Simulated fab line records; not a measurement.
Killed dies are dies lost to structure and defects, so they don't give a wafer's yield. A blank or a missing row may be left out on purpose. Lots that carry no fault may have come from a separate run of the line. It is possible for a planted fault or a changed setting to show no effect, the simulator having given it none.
Matching of chambers    flow nand_harc    NHARC_A_CHANNEL_FILL_D2_ETCHBACK_20 on rie_diel-02: 4 sister chambers
The step etches the open film in C4F8/O2/Ar, target depth 27 nm, time 13.5 s. 8 wafers are shown with their chamber, then 8 later ones without.

EACH WAFER AND ITS CHAMBER
wafer   chamber  rf_vpp_V (V)  oes_product_au (a.u.)
L922.2  1        972           0.963
L924.2  2        983           0.984
L924.4  3        979           1.001
L932.3  3        979           1.016
L935.1  2        983           0.922
L935.2  0        983           0.940
L935.6  0        984           0.933
L937.1  1        973           0.972

WAFERS WITH NO CHAMBER GIVEN
wafer   rf_vpp_V (V)  oes_product_au (a.u.)
L937.2  982           0.987
L937.5  983           0.986
L942.1  973           1.012
L942.4  983           0.994
L942.5  979           1.004
L944.1  982           0.992
L944.5  976           1.000
L944.6  982           0.995

WHICH CHAMBER EACH WENT THROUGH
wafer   from the rows above      in truth
L937.2  can't be placed: 2 or 0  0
L937.5  can't be placed: 2 or 0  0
L942.1  1                        1
L942.4  can't be placed: 2 or 0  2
L942.5  3                        3
L944.1  can't be placed: 2 or 0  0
L944.5  can't be placed: 3 or 1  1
L944.6  can't be placed: 2 or 0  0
Correctly placed: 2 of 8. Not placeable from these rows: 6 (in 6, the candidates include the true chamber). Wrongly placed: 0.
How it was worked out, from the rows above alone: a wafer's distance from a chamber is the root of the sum, over the readings, of the square of ((its reading less the chamber's mean) divided by the reading's scatter). If the next closest chamber is less than 2 further off than the closest, the wafer can't be placed; otherwise it belongs to the closest. A chamber's mean is the mean of its shown wafers. The scatter: the root of (the sum of the squares of (reading less its chamber's mean) over the shown wafers, divided by (wafers less chambers)).
